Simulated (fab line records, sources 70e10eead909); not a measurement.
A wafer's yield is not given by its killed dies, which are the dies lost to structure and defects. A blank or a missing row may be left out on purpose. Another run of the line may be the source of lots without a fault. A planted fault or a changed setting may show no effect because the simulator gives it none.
Which of the tools did it?	flow nand_harc	7 lots, 21 wafers sampled, at 5 steps of a route of 1159

## WHAT THE GAUGES READ, wafer by wafer
NHARC_END_SORT_01.
lot	measured	on	killed_at_array
L700	day 21 05:54	prober-02	675 674 668
L706	day 23 15:46	prober-01	36 42 38
L710	day 24 08:17	prober-02	31 26 32

## EACH LOT AND THE TOOL THAT RAN IT (in order: tool; ch and the chambers of the sampled wafers; start)
lot	NHARC_A_STAIRCASE_ALD_415	NHARC_A_STAIRCASE_DEP_417	NHARC_A_STAIRCASE_DEP_322	NHARC_A_STAIRCASE_DEP_325
L695	ald_hk-02 ch 0,1,3, day 13 08:29	pecvd-02 ch 0,1, day 13 10:20	pecvd-04 ch 0,1,2, day 14 07:53	pecvd-04 ch 1,2, day 14 16:52
L700	ald_hk-04 ch 0,1, day 14 04:36	pecvd-02 ch 1,2, day 14 06:55	pecvd-01 ch 0,1, day 14 23:59	pecvd-01 ch 0,1,2, day 15 09:55
L702	ald_hk-03 ch 0,1,3, day 15 01:49	pecvd-01 ch 0,1, day 15 03:46	pecvd-02 ch 1,2, day 15 23:42	pecvd-01 ch 0,2, day 16 07:58
L704	ald_hk-04 ch 0,1,2, day 15 11:07	pecvd-04 ch 0,2, day 15 14:50	pecvd-04 ch 0,1,2, day 16 10:03	pecvd-01 ch 1,2, day 16 19:07
L706	ald_hk-03 ch 0,1,3, day 16 05:52	pecvd-04 ch 0,2, day 16 08:12	pecvd-04 ch 0,1, day 17 05:47	pecvd-02 ch 0,2, day 17 14:17
L710	ald_hk-02 ch 0,1, day 16 15:58	pecvd-01 ch 0,1,2, day 16 18:10	pecvd-01 ch 0,1,2, day 17 17:23	pecvd-04 ch 0,1,2, day 18 00:30
L713	ald_hk-02 ch 0,3, day 17 16:25	pecvd-01 ch 0,1, day 17 18:45	pecvd-02 ch 0,2, day 18 14:58	pecvd-04 ch 0,1,2, day 19 00:52
- NHARC_A_STAIRCASE_ALD_415: deposits SiO2, target thk 30 nm, pulse time 6 s, ald cycles 300.
- NHARC_A_STAIRCASE_DEP_417: deposits Si3N4, target thk 60 nm.
- NHARC_A_STAIRCASE_DEP_322: deposits SiO2, target thk 3800 nm.
- NHARC_A_STAIRCASE_DEP_325: deposits SiO2, target thk 3800 nm.

## THE ANSWER, worked out from the rows above alone
Rule: usual is defined by the lots themselves. The widest of any qualifying gaps counts: lots, ordered by their means at a reading, are off when they make up no more than a third of the lots, leave a main group of 4 or more, and stand apart from it by 3 or more times the standard deviation of that group's means. A main group is skipped when, at the precision printed for the reading in the tables above, its means are all equal. Also off: a lot with no number at a reading for which 4 or more lots have one. All remaining lots with rows at the step are treated as sound.
No lot is off at any reading shown: from this, nothing can be told.

## WHAT HAD BEEN PUT IN BY THE SIMULATOR
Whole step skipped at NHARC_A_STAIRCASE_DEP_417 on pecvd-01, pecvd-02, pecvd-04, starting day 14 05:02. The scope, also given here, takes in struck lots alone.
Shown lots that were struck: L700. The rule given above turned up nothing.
